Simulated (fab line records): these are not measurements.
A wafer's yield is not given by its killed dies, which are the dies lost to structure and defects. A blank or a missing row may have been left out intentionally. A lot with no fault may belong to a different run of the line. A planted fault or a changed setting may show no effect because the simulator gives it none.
The tool behind it: which one? + flow n5-finfet + 36 wafers from 12 lots sampled at 4 of the route's 1938 steps

## WHAT THE GAUGES READ, wafer by wafer
N5_BEOL_M5_CD_MEAS_28: target cd 30.6 nm, target cd y 20 nm.
| lot  | measured     | on        | cd-nm (nm)        |
|------|--------------|-----------|-------------------|
| L076 | day 8 22:16  | cd-sem-01 | 30.34 30.68 30.32 |
| L077 | day 9 06:02  | cd-sem-03 | 30.53 30.37 30.03 |
| L079 | day 9 18:20  | cd-sem-02 | 30.45 30.81 30.36 |
| L081 | day 10 09:41 | cd-sem-02 | 30.29 30.31 30.17 |
| L082 | day 11 04:11 | cd-sem-01 | 30.34 30.78 30.68 |
| L085 | day 11 04:22 | cd-sem-03 | 30.65 30.63 30.13 |
| L086 | day 11 12:47 | cd-sem-01 | 30.65 30.24 30.75 |
| L088 | day 12 12:05 | cd-sem-03 | 31.14 30.42 30.68 |
| L091 | day 12 19:47 | cd-sem-03 | 30.10 30.75 30.71 |
| L093 | day 12 20:58 | cd-sem-01 | 30.86 30.61 30.59 |
| L095 | day 13 15:04 | cd-sem-01 | 30.67 30.70 30.53 |
| L097 | day 14 04:11 | cd-sem-02 | 30.38 30.60 30.47 |

## TOOL THAT RAN EACH LOT (tool first, then ch and the chambers of the sampled wafers, then the start)
| lot  | N5_BEOL_M4_SPUTTER_81        | N5_BEOL_M4_SPUTTER_86        | N5_BEOL_M4_SPUTTER_90        |
|------|------------------------------|------------------------------|------------------------------|
| L076 | pvd-sputter-03, day 8 14:28  | pvd-sputter-03, day 8 14:41  | pvd-sputter-03, day 8 15:07  |
| L077 | pvd-sputter-02, day 9 00:35  | pvd-sputter-02, day 9 00:49  | pvd-sputter-02, day 9 01:15  |
| L079 | pvd-sputter-03, day 9 11:34  | pvd-sputter-03, day 9 11:47  | pvd-sputter-03, day 9 12:14  |
| L081 | pvd-sputter-01, day 10 02:30 | pvd-sputter-01, day 10 02:43 | pvd-sputter-01, day 10 03:10 |
| L082 | pvd-sputter-03, day 10 18:08 | pvd-sputter-03, day 10 18:22 | pvd-sputter-03, day 10 18:48 |
| L085 | pvd-sputter-03, day 10 21:40 | pvd-sputter-03, day 10 21:53 | pvd-sputter-03, day 10 22:19 |
| L086 | pvd-sputter-03, day 11 07:08 | pvd-sputter-03, day 11 07:22 | pvd-sputter-03, day 11 07:48 |
| L088 | pvd-sputter-01, day 12 05:36 | pvd-sputter-01, day 12 05:49 | pvd-sputter-01, day 12 06:16 |
| L091 | pvd-sputter-01, day 12 12:50 | pvd-sputter-01, day 12 13:04 | pvd-sputter-01, day 12 13:30 |
| L093 | pvd-sputter-02, day 12 14:26 | pvd-sputter-02, day 12 14:39 | pvd-sputter-02, day 12 15:05 |
| L095 | pvd-sputter-01, day 13 09:23 | pvd-sputter-01, day 13 09:37 | pvd-sputter-01, day 13 10:03 |
| L097 | pvd-sputter-03, day 13 19:31 | pvd-sputter-03, day 13 19:44 | pvd-sputter-03, day 13 20:10 |
- N5_BEOL_M4_SPUTTER_81: material Cu, target thk 4.5 nm, time 8.29 s.
- N5_BEOL_M4_SPUTTER_86: material Cu, target thk 4.5 nm, time 8.29 s.
- N5_BEOL_M4_SPUTTER_90: material Cu, target thk 4.5 nm, time 8.29 s.

## THE ANSWER, worked out from the rows above alone
Rule: usual is defined by the lots themselves. The widest of any qualifying gaps counts: lots, ordered by their means at a reading, are off when they make up no more than a third of the lots, leave a main group of 4 or more, and stand apart from it by 3 or more times the standard deviation of that group's means. A main group whose means are all the same, to the digits that the tables above print for the reading, isn't used. A lot without any number at a reading at which 4 lots or more have one is off too. Where the step has rows for the other lots, those lots are counted as sound.
None of the lots is off at any reading shown; this tells nothing.

## WHAT HAD BEEN PUT IN BY THE SIMULATOR
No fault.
